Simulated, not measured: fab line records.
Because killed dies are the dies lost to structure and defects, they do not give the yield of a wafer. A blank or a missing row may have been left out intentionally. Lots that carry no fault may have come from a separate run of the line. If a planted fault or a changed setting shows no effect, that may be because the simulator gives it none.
fab line records	flow n5_finfet
record: lots: 7	wafers: 21
route steps=1938 shown BEOL_M8@1336 BEOL_M9@1407 BEOL_M10@1495
start_h: the number of hours between the record's first day and the start of the first shown wafer of the lot	wait_h: hours from the lot's prior step to this one	" repeats the value in the row above	L1.1+2: one row covering several wafers at once	- value missing, or start not given	* or withheld: withheld	< > ~ a bound
route shown NAME@n: names a module that has steps shown in the file, with the first one's number in the route	usual: mean and standard deviation over wafers with no fault	same: alike in all rows	chamber/n: place in a boat	sites: each site's reading	_std_site: how widely they spread, as a standard deviation	_edge_site: mean of outer sites minus mean of inner sites	radius_mm: for every site, how far away it sits from the centre of the wafer	mask NAME#n: copy n	behind: the last tool/chamber to shape the wafer	hold: what put the lot on hold/how long, in hours/how the hold closed	device: the transistor (n, p or np) that didn't switch	end of line: the route-end tests of the same wafers	where a step has no rows: the recipe by itself	killed: not the wafer's yield, but the dies lost to structure and defects at the first sort	map: the dies of a wafer, with x for killed, . for not killed, _ for no die there
set.NAME: the setting that was run; set.NAME@STEP: the one run at that earlier step	model.NAME: the simulator's own value behind a step, which no gauge read
one table per step and one row per wafer, for lots whose settings were changed on purpose
== steps ==
step: N5_BEOL_M8_HM_DEP_02
recipe: material: TiN	target_thk_a: 200	temp_c: 25	chamber_pressure_pa: 0.49996
lot.wafer	tool	chamber	start_h	wait_h	set.target_thk_a	model.TiN_of_BEOL_M8_HM_DEP_02.thk_nm
L080.1+6	pvd_sputter-03	-	239.96	0.4	200	20
L080.5	"	-	"	"	210.9	21
L078.3	pvd_sputter-02	-	241.57	1.2	200	20
L078.4	"	-	"	"	200	19.4
L078.6	"	-	"	"	183.9	18.2
L085.1+4+5	pvd_sputter-03	-	276.51	1.4	200	20.4
L086.3+5	pvd_sputter-01	-	284.45	1.5	200	20
L086.6	"	-	"	"	178	17.4
L091.2+3	pvd_sputter-03	-	313.98	0.6	200	20.2
L091.5	"	-	"	"	214.9	21.8
L094.3	pvd_sputter-02	-	330.81	0.2	217.2	21.8
L094.5	"	-	"	"	217.2	21.6
L094.6	"	-	"	"	200	20
L095.3	pvd_sputter-02	-	336.34	0.7	200	20
L095.4+6	"	-	"	"	221.3	22
step: N5_BEOL_M8_COAT_59
recipe: resist: SOC	temp_c: 250	time_s: 60	spin_rpm: 1500	resist_thk_nm: 100
step: N5_BEOL_M8_COAT_60
recipe: resist: SiARC	temp_c: 220	time_s: 60	spin_rpm: 1500	resist_thk_nm: 35
step: N5_BEOL_M8_STRIP_68
recipe: chemistry: N2/H2	temp_c: 40	n2_flow_sccm: 200	h2_flow_sccm: 200	rf_frequency_hz: 6e+07
step: N5_BEOL_M8_STRIP_67
recipe: chemistry: CF4	resist: SiARC	power_w: 300	bias_power_w: 75	pressure_mtorr: 50	cf4_flow_sccm: 150	rf_frequency_hz: 6e+07
step: N5_BEOL_M8_HM_OPEN_17
recipe: chemistry: Cl2/BCl3	target_depth_a: 200	overetch_a: 60	target: TiN	mask_material: SOC	ion_energy_ev: 150	pressure_mtorr: 10	icp_w: 1000	bias_w: 126	Cl2_flow_sccm: 53.25	bcl3_flow_sccm: 21.75	Ar_flow_sccm: 25
lot.wafer	tool	chamber	start_h	wait_h	set.target_thk_a@BEOL_M8_HM_DEP_02	model.etch.depth_nm
L080.1+6	rie_metal-02	0	240.83	0.0	200	19.92
L080.5	"	1	"	"	210.9	21.1
L078.3	rie_metal-03	1	242.47	0.1	200	19.94
L078.4	"	0	"	"	200	19.36
L078.6	"	1	"	"	183.9	18.12
L085.1+4	rie_metal-03	0,1	277.38	0.0	200	20.45
L085.5	"	0	"	"	200	20.3
L086.3	rie_metal-03	1	285.43	0.1	200	19.97
L086.5	"	1	"	"	200	20
L086.6	"	0	"	"	178	17.43
L091.2	rie_metal-01	1	315.24	0.0	200	20.26
L091.3	"	1	"	"	200	20.1
L091.5	"	0	"	"	214.9	21.72
L094.3	rie_metal-02	0	331.60	0.1	217.2	21.72
L094.5	"	1	"	"	217.2	21.66
L094.6	"	0	"	"	200	19.91
L095.3	rie_metal-03	0	337.14	0.1	200	19.93
L095.4	"	1	"	"	221.3	22.09
L095.6	"	0	"	"	221.3	22.02
step: N5_BEOL_M8_EXPOSE_25
recipe: mask_id: V7	na: 0.33	source_shape: annular	sigma_inner: 0.4	sigma_outer: 0.8	polarization: unpolarized	target_cd_nm: 40	dose_mj: 42.5
lot.wafer	tool	chamber	start_h	wait_h	mask	set.dose_mj
L080.1+5+6	euv_scanner-02	0	241.18	-	V7#0	41.1
L078.3+4+6	euv_scanner-02	0	242.80	-	V7#0	42.5
L085.1+4+5	euv_scanner-01	0	279.06	-	V7#0	42.5
L086.3	euv_scanner-02	0	289.43	-	V7#0	42.5
L086.5+6	"	0	"	"	V7#0	40.45
L091.2	euv_scanner-01	0	317.08	-	V7#0	42.5
L091.3+5	"	0	"	"	V7#0	45.46
L094.3+5+6	euv_scanner-01	0	332.33	-	V7#0	42.5
L095.3	euv_scanner-02	0	337.65	-	V7#0	42.5
L095.4+6	"	0	"	"	V7#0	40.2
step: N5_BEOL_M8_PEB_26
recipe: peb_temp_c: 100	peb_time_s: 60	resist: CAR-EUV
step: N5_BEOL_M8_DEVELOP_27
recipe: develop_time_s: 30	developer: TMAH	resist: CAR-EUV	rinse_liquid: surfactant_rinse	dry: air_spin	dev_temp_c: 23
step: N5_BEOL_M8_CD_MEAS_28
recipe: target_cd_nm: 40	landing_energy_ev: 500	detector: se_inlens
usual: cd_nm: 40.03/0.24
lot.wafer	tool	chamber	start_h	wait_h	set.dose_mj@BEOL_M8_EXPOSE_25	cd_nm
L080.1	cd_sem-02	0	241.31	-	41.1	39.50
L080.5	"	0	"	"	41.1	39.27
L080.6	"	0	"	"	41.1	38.60
L078.3	cd_sem-01	0	242.92	-	42.5	40.22
L078.4	"	0	"	"	42.5	39.72
L078.6	"	0	"	"	42.5	40.18
L085.1	cd_sem-02	0	279.19	-	42.5	40.13
L085.4	"	0	"	"	42.5	40.09
L085.5	"	0	"	"	42.5	40.19
L086.3	cd_sem-02	0	289.55	-	42.5	40.14
L086.5	"	0	"	"	40.45	38.74
L086.6	"	0	"	"	40.45	38.82
L091.2	cd_sem-01	0	317.21	-	42.5	40.25
L091.3	"	0	"	"	45.46	41.48
L091.5	"	0	"	"	45.46	41.27
L094.3	cd_sem-03	0	332.45	-	42.5	40.08
L094.5	"	0	"	"	42.5	39.81
L094.6	"	0	"	"	42.5	40.05
L095.3	cd_sem-02	0	337.77	-	42.5	39.93
L095.4	"	0	"	"	40.2	39.06
L095.6	"	0	"	"	40.2	38.74
step: N5_BEOL_M8_DESCUM_33
recipe: chemistry: O2	time_s: 7	source_power_w: 50	bias_power_w: 20	pressure_mtorr: 20	rf_frequency_hz: 2.712e+07	temp_c: 40	resist: CAR-EUV	o2_flow_sccm: 225
lot.wafer	tool	chamber	start_h	wait_h	set.dose_mj@BEOL_M8_EXPOSE_25	model.BEOL_M8.cd_nm
L080.1	rie_diel-02	1	241.52	0.1	41.1	39.2
L080.5	"	2	"	"	41.1	39.4
L080.6	"	3	"	"	41.1	39
L078.3+4	rie_diel-04	0,3	243.36	0.3	42.5	40
L078.6	"	1	"	"	42.5	40.2
L085.1+5	rie_diel-03	0,1	279.31	0.0	42.5	40.2
L085.4	"	1	"	"	42.5	40
L086.3	rie_diel-03	3	289.67	0.0	42.5	39.6
L086.5	"	1	"	"	40.45	39
L086.6	"	2	"	"	40.45	38.8
L091.2	rie_diel-02	2	317.33	0.0	42.5	40.2
L091.3+5	"	3,1	"	"	45.46	41.4
L094.3+5+6	rie_diel-04	1,0,1	332.85	0.3	42.5	40
L095.3	rie_diel-02	2	338.00	0.1	42.5	40
L095.4	"	3	"	"	40.2	38.8
L095.6	"	3	"	"	40.2	38.6
step: N5_BEOL_M8_ETCH_72
recipe: chemistry: N2/H2	target: underlayer	target_depth_a: 65	mask_material: CAR-EUV	time_s: 5.2	ion_energy_ev: 200	pressure_mtorr: 30	source_w: 840	bias_w: 150	n2_flow_sccm: 200	h2_flow_sccm: 200	ends: cleared
lot.wafer	tool	chamber	start_h	wait_h	set.h2_flow_sccm
L080.1	rie_diel-02	1	241.56	0.0	209.2
L080.5+6	"	2,3	"	"	200
L078.3	rie_diel-04	0	243.39	0.0	200
L078.4+6	"	3,1	"	"	207.4
L085.1+4+5	rie_diel-03	0,1,1	279.35	0.0	200
L086.3+5+6	rie_diel-03	3,1,2	289.71	0.0	200
L091.2+3+5	rie_diel-02	2,3,1	317.36	0.0	200
L094.3	rie_diel-04	1	332.89	0.0	193.1
L094.5+6	"	0,1	"	"	200
L095.3	rie_diel-02	2	338.03	0.0	200
L095.4+6	"	3	"	"	186.9
step: N5_BEOL_M8_ETCH_65
recipe: chemistry: CF4	target: SiARC	target_depth_a: 156	mask_material: CAR-EUV	time_s: 26	ion_energy_ev: 80	pressure_mtorr: 40	source_w: 545	bias_w: 36	Ar_flow_sccm: 100	cf4_flow_sccm: 100	ends: cleared
step: N5_BEOL_M8_ETCH_66
recipe: chemistry: N2/H2	target: SOC	target_depth_a: 800	overetch_a: 160	mask_material: SiARC	temp_c: 40	time_s: 120	ion_energy_ev: 200	pressure_mtorr: 30	source_w: 840	bias_w: 150	n2_flow_sccm: 200	h2_flow_sccm: 200
step: N5_BEOL_M8_STRIP_76
recipe: chemistry: C4F6/O2	resist: SiARC	rf_frequency_hz: 6e+07
step: N5_BEOL_M8_STRIP_36
recipe: chemistry: N2/H2	power_w: 450	temp_c: 40	pressure_mtorr: 20	rf_frequency_hz: 6e+07	overash_fraction: 0.3	bias_power_w: 7	h2_frac: 0.5	n2_flow_sccm: 200	h2_flow_sccm: 200
step: N5_BEOL_M8_TRENCH_ETCH_37
recipe: chemistry: C4F6/O2	target_depth_a: 934.78	target: SiCOH_lowk	time_s: 31.2	ion_energy_ev: 250	pressure_mtorr: 30	source_w: 345	bias_w: 185	Ar_flow_sccm: 300	C4F6_flow_sccm: 10	O2_flow_sccm: 10
lot.wafer	tool	chamber	start_h	wait_h	set.target_thk_a@BEOL_M8_HM_DEP_02	model.TiN_of_BEOL_M8_HM_DEP_02.thk_nm
L080.1+6	rie_diel-02	1,3	-	-	200	17.2
L080.5	"	2	"	"	210.9	18.4
L078.3	rie_diel-04	0	-	-	200	17.2
L078.4	"	3	"	"	200	16.6
L078.6	"	1	"	"	183.9	15.4
L085.1+4	rie_diel-03	0,1	-	-	200	17.8
L085.5	"	1	"	"	200	17.6
L086.3+5	rie_diel-03	3,1	-	-	200	17.4
L086.6	"	2	"	"	178	14.8
L091.2	rie_diel-02	2	-	-	200	17.6
L091.3	"	3	"	"	200	17.4
L091.5	"	1	"	"	214.9	19
L094.3+5	rie_diel-04	1,0	-	-	217.2	19
L094.6	"	1	"	"	200	17.2
L095.3	rie_diel-02	2	-	-	200	17.2
L095.4+6	"	3	"	"	221.3	19.4
step: N5_BEOL_M8_ETCH_41
recipe: chemistry: CH3F/O2	target: SiCN	target_depth_a: 319	taper_deg: 2	time_s: 57.8	ion_energy_ev: 120	mask_material: TiN	pressure_mtorr: 30	source_w: 395	bias_w: 75	Ar_flow_sccm: 150	CH3F_flow_sccm: 30	O2_flow_sccm: 20
step: N5_BEOL_M8_STRIP_80
recipe: chemistry: N2/H2	time_s: 10	power_w: 450	temp_c: 40	pressure_mtorr: 20	rf_frequency_hz: 6e+07	bias_power_w: 7	n2_flow_sccm: 200	h2_flow_sccm: 200
step: N5_BEOL_M8_HM_STRIP_39
recipe: chemistry: peroxide_tin_strip	material: TiN	target_depth_a: 250	temp_c: 50	time_s: 158
lot.wafer	tool	chamber	start_h	wait_h	set.temp_c@BEOL_M8_PECVD_70	model.SiO2_of_BEOL_M8_PECVD_70.thk_nm
L080.1	wet_bench-06	1	241.99	0.0	400	19.6
L080.5+6	"	4,3	"	"	405.8	19
L078.3	wet_bench-06	5	243.82	0.0	400	20.2
L078.4	"	0	"	"	400	20.4
L078.6	"	4	"	"	400	20.6
L085.1	wet_bench-03	2	279.77	0.0	400	19.6
L085.4+5	"	7,5	"	"	400	20
L086.3	wet_bench-06	7	290.13	0.0	400	20
L086.5	"	4	"	"	408.4	19
L086.6	"	6	"	"	408.4	18.6
L091.2	wet_bench-06	1	317.79	0.0	400	19.6
L091.3	"	4	"	"	400	19.4
L091.5	"	3	"	"	407	18.6
L094.3	wet_bench-03	0	333.31	0.0	385.1	22
L094.5	"	5	"	"	400	20.2
L094.6	"	4	"	"	385.1	22.2
L095.3	wet_bench-06	5	338.46	0.0	392.1	21
L095.4	"	4	"	"	400	20.2
L095.6	"	7	"	"	392.1	21.6
step: N5_BEOL_M9_COAT_60
recipe: resist: SiARC	temp_c: 220	time_s: 60	spin_rpm: 1500	resist_thk_nm: 30
lot.wafer	tool	chamber	start_h	wait_h	set.spin_rpm	model.SiARC_of_BEOL_M9_COAT_60.thk_nm
L080.1+6	litho_track-05	0	-	-	1500	30
L080.5	"	0	"	"	1500	29.8
L078.3	litho_track-05	0	-	-	1500	30.2
L078.4	"	0	"	"	1349	31.8
L078.6	"	0	"	"	1500	30
L085.1+5	litho_track-03	0	-	-	1500	30.2
L085.4	"	0	"	"	1500	30
L086.3+5	litho_track-02	0	-	-	1387	31.2
L086.6	"	0	"	"	1500	30.2
L091.2+3+5	litho_track-03	0	-	-	1500	30.2
L094.3+5	litho_track-02	0	-	-	1433	30.8
L094.6	"	0	"	"	1500	30
L095.3	litho_track-03	0	-	-	1500	30
L095.4	"	0	"	"	1385	31.2
L095.6	"	0	"	"	1385	31.4
step: N5_BEOL_M9_COAT_05
recipe: resist: CAR-ArF	spin_rpm: 1500	resist_thk_nm: 90
lot.wafer	tool	chamber	start_h	wait_h	set.spin_rpm	model.CAR-ArF_of_BEOL_M9_COAT_05.thk_nm
L080.1+6	litho_track-05	0	-	-	1500	90
L080.5	"	0	"	"	1500	90.2
L078.3	litho_track-05	0	-	-	1352	94.8
L078.4	"	0	"	"	1352	94.6
L078.6	"	0	"	"	1500	90
L085.1	litho_track-03	0	-	-	1500	90.4
L085.4	"	0	"	"	1500	90.2
L085.5	"	0	"	"	1500	90
L086.3+6	litho_track-02	0	-	-	1500	90
L086.5	"	0	"	"	1500	89.6
L091.2	litho_track-03	0	-	-	1500	90.2
L091.3	"	0	"	"	1455	91.4
L091.5	"	0	"	"	1500	90
L094.3	litho_track-02	0	-	-	1608	87
L094.5	"	0	"	"	1500	90.4
L094.6	"	0	"	"	1500	90
L095.3+4	litho_track-03	0	-	-	1500	90.2
L095.6	"	0	"	"	1377	94
step: N5_BEOL_M9_EBR_07
recipe: solvent: PGMEA	ebr_width_mm: 1.5
step: N5_BEOL_M9_SOFTBAKE_06
recipe: temp_c: 110	time_s: 60	resist: CAR-ArF
step: N5_BEOL_M9_DESCUM_16
recipe: chemistry: O2	time_s: 7.9	source_power_w: 50	bias_power_w: 20	pressure_mtorr: 20	rf_frequency_hz: 2.712e+07	temp_c: 40	resist: CAR-ArF	o2_flow_sccm: 225
step: N5_BEOL_M9_ETCH_61
recipe: chemistry: CF4	target: SiARC	target_depth_a: 390	mask_material: CAR-ArF	time_s: 65	ion_energy_ev: 80	pressure_mtorr: 40	source_w: 545	bias_w: 36	Ar_flow_sccm: 100	cf4_flow_sccm: 100	ends: cleared
lot.wafer	tool	chamber	start_h	wait_h	set.spin_rpm@BEOL_M9_COAT_60	set.spin_rpm@BEOL_M9_COAT_05	model.etch.depth_nm	model.CAR-ArF_of_BEOL_M9_COAT_05.thk_nm
L080.1	rie_diel-01	3	246.48	0.0	1500	1500	29.93	55.6
L080.5	"	2	"	"	1500	1500	29.87	55.8
L080.6	"	1	"	"	1500	1500	29.98	55.6
L078.3	rie_diel-05	3	248.82	0.0	1500	1352	30.13	60.2
L078.4	"	1	"	"	1349	1352	31.74	58.6
L078.6	"	2	"	"	1500	1500	30.06	55.4
L085.1	rie_diel-06	0	285.25	0.0	1500	1500	30.13	55.8
L085.4	"	2	"	"	1500	1500	30.05	55.8
L085.5	"	2	"	"	1500	1500	30.15	55.4
L086.3	rie_diel-06	1	295.61	0.0	1387	1500	31.21	54.4
L086.5	"	1	"	"	1387	1500	31.22	54
L086.6	"	0	"	"	1500	1500	30.16	55.6
L091.2	rie_diel-01	3	323.15	0.0	1500	1500	30.15	55.6
L091.3	"	0	"	"	1500	1455	30.22	56.6
L091.5	"	2	"	"	1500	1500	30.2	55.4
L094.3	rie_diel-05	0	339.58	0.0	1433	1608	30.85	51.8
L094.5	"	1	"	"	1433	1500	30.74	55.2
L094.6	"	2	"	"	1500	1500	30.06	55.4
L095.3	rie_diel-01	2	343.05	0.0	1500	1500	30.06	55.8
L095.4	"	0	"	"	1385	1500	31.23	54.6
L095.6	"	3	"	"	1385	1377	31.31	58.4
step: N5_BEOL_M10_COAT_64
recipe: resist: SiARC	temp_c: 220	time_s: 60	spin_rpm: 1500	resist_thk_nm: 30
lot.wafer	tool	chamber	start_h	wait_h	set.spin_rpm	model.SiARC_of_BEOL_M10_COAT_64.thk_nm
L080.1+6	litho_track-05	0	-	-	1385	31.2
L080.5	"	0	"	"	1500	30
L078.3	litho_track-05	0	-	-	1500	30
L078.4+6	"	0	"	"	1388	31.2
L085.1	litho_track-01	0	-	-	1500	29.8
L085.4+5	"	0	"	"	1500	30
L086.3+6	litho_track-04	0	-	-	1415	30.8
L086.5	"	0	"	"	1500	30
L091.2	litho_track-01	0	-	-	1500	30
L091.3	"	0	"	"	1390	31
L091.5	"	0	"	"	1390	31.2
L094.3+5	litho_track-04	0	-	-	1500	30
L094.6	"	0	"	"	1620	29
L095.3+4	litho_track-05	0	-	-	1619	28.8
L095.6	"	0	"	"	1500	29.8
step: N5_BEOL_M10_EXPOSE_25
recipe: mask_id: V9	na: 1.35	source_shape: annular	sigma_inner: 0.5	sigma_outer: 0.8	polarization: unpolarized	dose_mj: 85.5
lot.wafer	tool	chamber	start_h	wait_h	mask	set.dose_mj
L080.1+5	arfi_scanner-01	0	253.82	-	V9#0	85.5
L080.6	"	0	"	"	V9#0	91.33
L078.3+4	arfi_scanner-03	0	260.12	-	V9#0	85.5
L078.6	"	0	"	"	V9#0	90.3
L085.1+4+5	arfi_scanner-02	0	297.73	-	V9#0	85.5
L086.3+5+6	arfi_scanner-01	0	304.76	-	V9#0	90.01
L091.2+3	arfi_scanner-03	0	332.18	-	V9#0	85.5
L091.5	"	0	"	"	V9#0	87.45
L094.3+5+6	arfi_scanner-01	0	353.38	-	V9#0	85.5
L095.3+4	arfi_scanner-03	0	353.54	-	V9#0	85.5
L095.6	"	0	"	"	V9#0	91.85
step: N5_BEOL_M10_PEB_26
recipe: peb_temp_c: withheld	peb_time_s: 60	resist: CAR-ArF
step: N5_BEOL_M10_DEVELOP_27
recipe: develop_time_s: 30	developer: TMAH	resist: CAR-ArF	rinse_liquid: diw	dry: air_spin	dev_temp_c: 23
step: N5_BEOL_M10_CD_MEAS_28
recipe: target_cd_nm: 70	landing_energy_ev: 500	detector: se_inlens	polarity: opening
usual: cd_nm: 69.2/0.95
lot.wafer	tool	chamber	start_h	wait_h	set.dose_mj@BEOL_M10_EXPOSE_25	cd_nm
L080.1	cd_sem-03	0	253.95	-	85.5	68.5
L080.5	"	0	"	"	85.5	68.8
L080.6	"	0	"	"	91.33	74.4
L078.3	cd_sem-01	0	260.24	-	85.5	69.8
L078.4	"	0	"	"	85.5	69.3
L078.6	"	0	"	"	90.3	73.6
L085.1	cd_sem-02	0	297.86	-	85.5	70.8
L085.4	"	0	"	"	85.5	71.3
L085.5	"	0	"	"	85.5	70.1
L086.3	cd_sem-01	0	304.88	-	90.01	74.0
L086.5	"	0	"	"	90.01	74.9
L086.6	"	0	"	"	90.01	74.4
L091.2	cd_sem-03	0	332.30	-	85.5	70.1
L091.3	"	0	"	"	85.5	69.5
L091.5	"	0	"	"	87.45	71.2
L094.3	cd_sem-02	0	353.50	-	85.5	69.3
L094.5	"	0	"	"	85.5	70.2
L094.6	"	0	"	"	85.5	70.6
L095.3	cd_sem-02	0	353.66	-	85.5	69.5
L095.4	"	0	"	"	85.5	69.0
L095.6	"	0	"	"	91.85	75.6
step: N5_BEOL_M10_DESCUM_33
recipe: chemistry: O2	time_s: 7.9	source_power_w: 50	bias_power_w: 20	pressure_mtorr: 20	rf_frequency_hz: 2.712e+07	temp_c: 40	resist: CAR-ArF	o2_flow_sccm: 225
step: N5_BEOL_M10_ETCH_65
recipe: chemistry: CF4	target: SiARC	target_depth_a: 390	mask_material: CAR-ArF	time_s: 65	ion_energy_ev: 80	pressure_mtorr: 40	source_w: 545	bias_w: 36	Ar_flow_sccm: 100	cf4_flow_sccm: 100	ends: cleared
lot.wafer	tool	chamber	start_h	wait_h	set.spin_rpm@BEOL_M10_COAT_64	model.etch.depth_nm	model.CAR-ArF_of_BEOL_M10_COAT_22.thk_nm
L080.1	rie_diel-04	2	254.07	0.0	1385	31.26	54.6
L080.5	"	0	"	"	1500	30.08	55.4
L080.6	"	3	"	"	1385	31.28	55
L078.3	rie_diel-03	2	260.70	0.0	1500	30.07	55.4
L078.4	"	2	"	"	1388	31.13	54.6
L078.6	"	3	"	"	1388	31.17	54.6
L085.1	rie_diel-02	1	298.69	0.0	1500	29.86	55.6
L085.4	"	2	"	"	1500	29.92	55.4
L085.5	"	3	"	"	1500	29.93	55.2
L086.3	rie_diel-02	2	305.00	0.0	1415	30.88	54.6
L086.5	"	1	"	"	1500	30	55.4
L086.6	"	2	"	"	1415	30.87	54.8
L091.2	rie_diel-04	2	332.42	0.0	1500	29.94	55.8
L091.3	"	1	"	"	1390	31.09	54.2
L091.5	"	3	"	"	1390	31.19	54.2
L094.3	rie_diel-03	1	354.52	0.0	1500	29.91	55.4
L094.5	"	2	"	"	1500	29.99	55.6
L094.6	"	1	"	"	1620	28.9	56.4
L095.3	rie_diel-02	0	355.09	0.0	1619	28.71	56.6
L095.4	"	1	"	"	1619	28.71	56.8
L095.6	"	0	"	"	1500	29.89	55.8
step: N5_BEOL_M10_ETCH_66
recipe: chemistry: N2/H2	target: SOC	target_depth_a: 1200	overetch_a: 240	mask_material: SiARC	temp_c: 40	time_s: 180	ion_energy_ev: 200	pressure_mtorr: 30	source_w: 840	bias_w: 150	n2_flow_sccm: 200	h2_flow_sccm: 200
lot.wafer	tool	chamber	start_h	wait_h	set.spin_rpm@BEOL_M10_COAT_64	model.SiARC_of_BEOL_M10_COAT_64.thk_nm
L080.1	rie_diel-04	2	254.12	0.0	1385	24.2
L080.5	"	0	"	"	1500	22.6
L080.6	"	3	"	"	1385	23.8
L078.3	rie_diel-03	2	260.75	0.0	1500	22.4
L078.4	"	2	"	"	1388	23.6
L078.6	"	3	"	"	1388	24.2
L085.1	rie_diel-02	1	298.74	0.0	1500	22.6
L085.4	"	2	"	"	1500	22.8
L085.5	"	3	"	"	1500	22.4
L086.3+6	rie_diel-02	2	305.05	0.0	1415	23.6
L086.5	"	1	"	"	1500	22.8
L091.2	rie_diel-04	2	332.47	0.0	1500	22.8
L091.3+5	"	1,3	"	"	1390	23.6
L094.3	rie_diel-03	1	354.57	0.0	1500	22.8
L094.5	"	2	"	"	1500	22.6
L094.6	"	1	"	"	1620	21.8
L095.3+4	rie_diel-02	0,1	355.14	0.0	1619	21.6
L095.6	"	0	"	"	1500	22.8
== key ==
split: step: N5_BEOL_M8_HM_DEP_02	setting: target_thk_a	stated: 200	by: wafer
response: step: N5_BEOL_M8_HM_DEP_02	reading: model.TiN_of_BEOL_M8_HM_DEP_02.thk_nm	change: +0.205	per: 1%	r: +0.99
response: step: N5_BEOL_M8_HM_OPEN_17	reading: model.etch.depth_nm	change: +0.21	per: 1%	r: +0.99
response: step: N5_BEOL_M8_TRENCH_ETCH_37	reading: model.TiN_of_BEOL_M8_HM_DEP_02.thk_nm	change: +0.212	per: 1%	r: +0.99
split: step: N5_BEOL_M8_EXPOSE_25	setting: dose_mj	stated: 42.5	by: wafer
response: step: N5_BEOL_M8_CD_MEAS_28	reading: cd_nm	change: +0.197	per: 1%	r: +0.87
response: step: N5_BEOL_M8_DESCUM_33	reading: model.BEOL_M8.cd_nm	change: +0.186	per: 1%	r: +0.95
split: step: N5_BEOL_M8_ETCH_72	setting: h2_flow_sccm	stated: 200	by: wafer
response none clear
split: step: N5_BEOL_M9_COAT_60	setting: spin_rpm	stated: 1500	by: wafer
response: step: N5_BEOL_M9_COAT_60	reading: model.SiARC_of_BEOL_M9_COAT_60.thk_nm	change: -0.161	per: 1%	r: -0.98
response: step: N5_BEOL_M9_ETCH_61	reading: model.etch.depth_nm	change: -0.157	per: 1%	r: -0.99
response: step: N5_BEOL_M9_ETCH_61	reading: model.CAR-ArF_of_BEOL_M9_COAT_05.thk_nm	slope: +0.15	per: 1%	together_with: spin_rpm@BEOL_M9_COAT_05	explained: 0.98
split: step: N5_BEOL_M9_COAT_05	setting: spin_rpm	stated: 1500	by: wafer
response: step: N5_BEOL_M9_COAT_05	reading: model.CAR-ArF_of_BEOL_M9_COAT_05.thk_nm	change: -0.463	per: 1%	r: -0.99
response: step: N5_BEOL_M9_ETCH_61	reading: model.CAR-ArF_of_BEOL_M9_COAT_05.thk_nm	change: -0.418	per: 1%	r: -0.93
split: step: N5_BEOL_M10_COAT_64	setting: spin_rpm	stated: 1500	by: wafer
response: step: N5_BEOL_M10_COAT_64	reading: model.SiARC_of_BEOL_M10_COAT_64.thk_nm	change: -0.143	per: 1%	r: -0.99
response: step: N5_BEOL_M10_ETCH_65	reading: model.etch.depth_nm	change: -0.149	per: 1%	r: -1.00
response: step: N5_BEOL_M10_ETCH_65	reading: model.CAR-ArF_of_BEOL_M10_COAT_22.thk_nm	change: +0.124	per: 1%	r: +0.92
response: step: N5_BEOL_M10_ETCH_66	reading: model.SiARC_of_BEOL_M10_COAT_64.thk_nm	change: -0.15	per: 1%	r: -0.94
split: step: N5_BEOL_M10_EXPOSE_25	setting: dose_mj	stated: 85.5	by: wafer
response: step: N5_BEOL_M10_CD_MEAS_28	reading: cd_nm	change: +0.812	per: 1%	r: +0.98
split outside_this_file step=N5_BEOL_M8_PECVD_70 setting=temp_c
split outside_this_file: this setting was split too, and the file shows its column; the key of that split is in another file
